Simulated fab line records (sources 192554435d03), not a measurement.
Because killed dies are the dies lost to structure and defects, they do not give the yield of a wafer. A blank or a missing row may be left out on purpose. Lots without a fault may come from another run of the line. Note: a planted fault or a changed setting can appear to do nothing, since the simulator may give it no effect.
Matching of chambers ; flow n5Finfet ; 4 sister chambers for N5_BEOL_M2_VIA_ETCH_34 on rieDiel-04
The step etches the open film in C4F6/O2, target depth 69.4 nm, time 65.9 s. 4 wafers are shown with their chamber, then 12 later ones without.

WAFERS PAIRED WITH THEIR CHAMBERS
wafer;chamber;showerheadPlenumPTorr (Torr)
L084.2;0;2.72
L085.1;3;2.80
L085.2;1;2.69
L085.5;2;2.92

WAFERS WITH NO CHAMBER GIVEN
wafer;showerheadPlenumPTorr (Torr)
L090.3;2.92
L090.4;3.05
L090.6;2.69
L094.2;2.91
L094.4;2.79
L094.5;2.91
L095.3;2.79
L095.5;2.91
L095.6;2.79
L097.1;2.79
L097.5;3.04
L097.6;2.79

EACH ONE'S CHAMBER
wafer;from the rows above;in truth
L090.3;2;2
L090.4;2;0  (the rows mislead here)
L090.6;can't be placed: 1 or 0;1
L094.2;can't be placed: 2 or 3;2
L094.4;can't be placed: 3 or 0 or 1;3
L094.5;can't be placed: 2 or 3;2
L095.3;can't be placed: 3 or 0 or 1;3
L095.5;can't be placed: 2 or 3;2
L095.6;can't be placed: 3 or 0 or 1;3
L097.1;can't be placed: 3 or 0 or 1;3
L097.5;2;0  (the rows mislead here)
L097.6;can't be placed: 3 or 0 or 1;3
Correct placement for 1 of the 12. Cannot be placed on the basis of these rows: 9; the candidates contain the true chamber in 9. 2 placed wrongly.
How it was worked out, from the rows above alone: a wafer's distance from a chamber is the root of the sum, over the readings, of the square of ((its reading less the chamber's mean) divided by the reading's scatter). The wafer belongs to the nearest chamber; if the next one is less than 2 further off, it can't be placed. A chamber's mean is the mean of its shown wafers. The scatter: with one shown wafer a chamber, the root of the mean of the squares of how far each hidden wafer lies from its nearest shown one.
